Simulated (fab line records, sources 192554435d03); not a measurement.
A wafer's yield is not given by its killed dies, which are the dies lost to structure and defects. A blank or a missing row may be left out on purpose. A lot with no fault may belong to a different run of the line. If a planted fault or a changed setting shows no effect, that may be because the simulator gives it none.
Matching of chambers | flow n5 finfet | pecvd-03 running N5_BEOL_M0_DEP_125: 3 sister chambers
The step deposits SiCN from 3MS/NH3, target thk 8 nm, time 14 s. 22 wafers are shown with their chamber, then 11 later ones without.

## WAFERS, EACH WITH ITS CHAMBER
wafer  | chamber | throttle valve pct (%) | showerhead plenum p Torr (Torr)
L074.2 | 2       | 7.6                    | 3.681
L074.3 | 0       | 9.6                    | 3.667
L074.4 | 1       | 8.5                    | 3.651
L075.1 | 2       | 7.8                    | 3.669
L075.4 | 1       | 8.7                    | 3.659
L075.5 | 2       | 7.7                    | 3.665
L077.3 | 2       | 8.2                    | 3.674
L077.4 | 2       | 8.1                    | 3.667
L077.5 | 1       | 8.9                    | 3.646
L079.3 | 1       | 8.4                    | 3.652
L079.4 | 1       | 8.7                    | 3.657
L079.6 | 2       | 8.1                    | 3.667
L080.2 | 1       | 8.8                    | 3.664
L080.4 | 2       | 7.9                    | 3.668
L080.6 | 1       | 8.4                    | 3.647
L083.1 | 1       | 8.6                    | 3.650
L083.2 | 0       | 9.6                    | 3.659
L083.6 | 0       | 9.7                    | 3.671
L084.2 | 2       | 7.9                    | 3.669
L084.4 | 2       | 8.0                    | 3.669
L084.5 | 1       | 8.9                    | 3.670
L085.1 | 2       | 7.9                    | 3.666

SIGNATURES, as means of the wafers listed above
reading                  | chamber 0 | chamber 1 | chamber 2 | scatter within a chamber
throttle valve pct       | 9.633     | 8.656     | 7.920     | 0.181
showerhead plenum p Torr | 3.66567   | 3.65511   | 3.66950   | 0.00647
Rule: distance of a wafer from a chamber = root of the sum over the readings of ((wafer's reading minus chamber's mean) / reading's scatter) squared. If the next closest chamber is less than 2 further off than the closest, the wafer can't be placed; otherwise it belongs to the closest. The scatter is the square root of a quotient: the sum, over the shown wafers, of each reading's squared deviation from its chamber's mean, divided by wafers minus chambers.

## WAFERS WITH NO CHAMBER GIVEN
wafer  | throttle valve pct (%) | showerhead plenum p Torr (Torr)
L085.3 | 8.8                    | 3.665
L085.6 | 9.6                    | 3.658
L090.1 | 8.0                    | 3.677
L090.2 | 9.6                    | 3.658
L090.6 | 9.6                    | 3.654
L091.3 | 9.6                    | 3.661
L091.4 | 9.6                    | 3.666
L091.5 | 8.2                    | 3.666
L093.3 | 9.4                    | 3.668
L093.5 | 9.7                    | 3.667
L093.6 | 8.4                    | 3.670

## WHICH CHAMBER EACH WENT THROUGH
wafer  | from the rows above     | in truth
L085.3 | 1                       | 1
L085.6 | 0                       | 0
L090.1 | 2                       | 2
L090.2 | 0                       | 0
L090.6 | 0                       | 0
L091.3 | 0                       | 0
L091.4 | 0                       | 0
L091.5 | can't be placed: 2 or 1 | 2
L093.3 | 0                       | 0
L093.5 | 0                       | 0
L093.6 | can't be placed: 2 or 1 | 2
Correctly placed: 9 of 11. Unplaceable from these rows: 2, with the true chamber sitting among the candidates in 2. Wrongly placed: 0.
